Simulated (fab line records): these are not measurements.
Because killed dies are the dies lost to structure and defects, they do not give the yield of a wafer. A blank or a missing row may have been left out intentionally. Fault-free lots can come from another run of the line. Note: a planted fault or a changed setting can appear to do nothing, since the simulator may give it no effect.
Matching of chambers / flow nand_harc / NHARC_A_CHANNEL_FILL_D1_ALD_02 on ald_hk-02 has 4 sister chambers
The step deposits SiO2, target thk 6 nm, pulse time 10 s, ald cycles 60. 16 wafers are shown with their chamber, then 8 later ones without.

## WAFERS, EACH WITH ITS CHAMBER
wafer=L074.1; chamber=0; heater_power_w (W)=422; susceptor_temp_C (C)=300.13; precursor_pulse_height_rel=1.027
wafer=L074.2; chamber=3; heater_power_w (W)=474; susceptor_temp_C (C)=299.99; precursor_pulse_height_rel=1.017
wafer=L074.3; chamber=2; heater_power_w (W)=502; susceptor_temp_C (C)=299.87; precursor_pulse_height_rel=0.996
wafer=L075.1; chamber=1; heater_power_w (W)=515; susceptor_temp_C (C)=300.06; precursor_pulse_height_rel=1.008
wafer=L075.2; chamber=0; heater_power_w (W)=420; susceptor_temp_C (C)=299.78; precursor_pulse_height_rel=1.013
wafer=L075.3; chamber=2; heater_power_w (W)=504; susceptor_temp_C (C)=299.93; precursor_pulse_height_rel=0.977
wafer=L077.1; chamber=2; heater_power_w (W)=521; susceptor_temp_C (C)=299.94; precursor_pulse_height_rel=1.007
wafer=L077.3; chamber=3; heater_power_w (W)=475; susceptor_temp_C (C)=300.11; precursor_pulse_height_rel=1.002
wafer=L077.6; chamber=0; heater_power_w (W)=422; susceptor_temp_C (C)=300.00; precursor_pulse_height_rel=1.009
wafer=L081.2; chamber=1; heater_power_w (W)=508; susceptor_temp_C (C)=300.36; precursor_pulse_height_rel=0.989
wafer=L081.3; chamber=2; heater_power_w (W)=509; susceptor_temp_C (C)=300.19; precursor_pulse_height_rel=1.015
wafer=L081.4; chamber=3; heater_power_w (W)=485; susceptor_temp_C (C)=299.87; precursor_pulse_height_rel=0.973
wafer=L080.1; chamber=3; heater_power_w (W)=486; susceptor_temp_C (C)=299.91; precursor_pulse_height_rel=1.001
wafer=L080.3; chamber=2; heater_power_w (W)=498; susceptor_temp_C (C)=299.73; precursor_pulse_height_rel=1.013
wafer=L080.4; chamber=0; heater_power_w (W)=420; susceptor_temp_C (C)=300.29; precursor_pulse_height_rel=0.955
wafer=L086.3; chamber=1; heater_power_w (W)=512; susceptor_temp_C (C)=300.10; precursor_pulse_height_rel=0.969

SIGNATURES, as means of the wafers listed above
reading=heater_power_w; chamber 0=421.00; chamber 1=511.67; chamber 2=506.80; chamber 3=480.00; scatter within a chamber=6.23
reading=susceptor_temp_C; chamber 0=300.0500; chamber 1=300.1733; chamber 2=299.9320; chamber 3=299.9700; scatter within a chamber=0.168
reading=precursor_pulse_height_rel; chamber 0=1.00100; chamber 1=0.98867; chamber 2=1.00160; chamber 3=0.99825; scatter within a chamber=0.0219
Rule: a wafer's distance from a chamber is the root of the sum, over the readings, of the square of ((its reading less the chamber's mean) divided by the reading's scatter). If the next closest chamber is less than 2 further off than the closest, the wafer can't be placed; otherwise it belongs to the closest. The scatter: the root of (the sum of the squares of (reading less its chamber's mean) over the shown wafers, divided by (wafers less chambers)).

## WAFERS MISSING THEIR CHAMBER
wafer=L086.4; heater_power_w (W)=443; susceptor_temp_C (C)=299.90; precursor_pulse_height_rel=1.037
wafer=L086.6; heater_power_w (W)=505; susceptor_temp_C (C)=299.75; precursor_pulse_height_rel=1.007
wafer=L087.4; heater_power_w (W)=507; susceptor_temp_C (C)=300.04; precursor_pulse_height_rel=0.984
wafer=L087.5; heater_power_w (W)=498; susceptor_temp_C (C)=300.11; precursor_pulse_height_rel=0.982
wafer=L087.6; heater_power_w (W)=529; susceptor_temp_C (C)=299.96; precursor_pulse_height_rel=1.025
wafer=L096.4; heater_power_w (W)=434; susceptor_temp_C (C)=300.20; precursor_pulse_height_rel=1.004
wafer=L096.5; heater_power_w (W)=488; susceptor_temp_C (C)=300.27; precursor_pulse_height_rel=0.994
wafer=L096.6; heater_power_w (W)=523; susceptor_temp_C (C)=299.79; precursor_pulse_height_rel=1.028

## WHICH CHAMBER EACH ONE RAN IN
wafer=L086.4; from the rows above=0; in truth=0
wafer=L086.6; from the rows above=can't be placed: 2 or 1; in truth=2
wafer=L087.4; from the rows above=can't be placed: 2 or 1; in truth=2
wafer=L087.5; from the rows above=can't be placed: 2 or 1 or 3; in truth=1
wafer=L087.6; from the rows above=can't be placed: 1 or 2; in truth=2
wafer=L096.4; from the rows above=0; in truth=0
wafer=L096.5; from the rows above=can't be placed: 3 or 2 or 1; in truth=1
wafer=L096.6; from the rows above=can't be placed: 2 or 1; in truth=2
2 of 8 placed correctly. From these rows, 6 cannot be placed; in 6 the true chamber is one of the candidates. 0 placed wrongly.
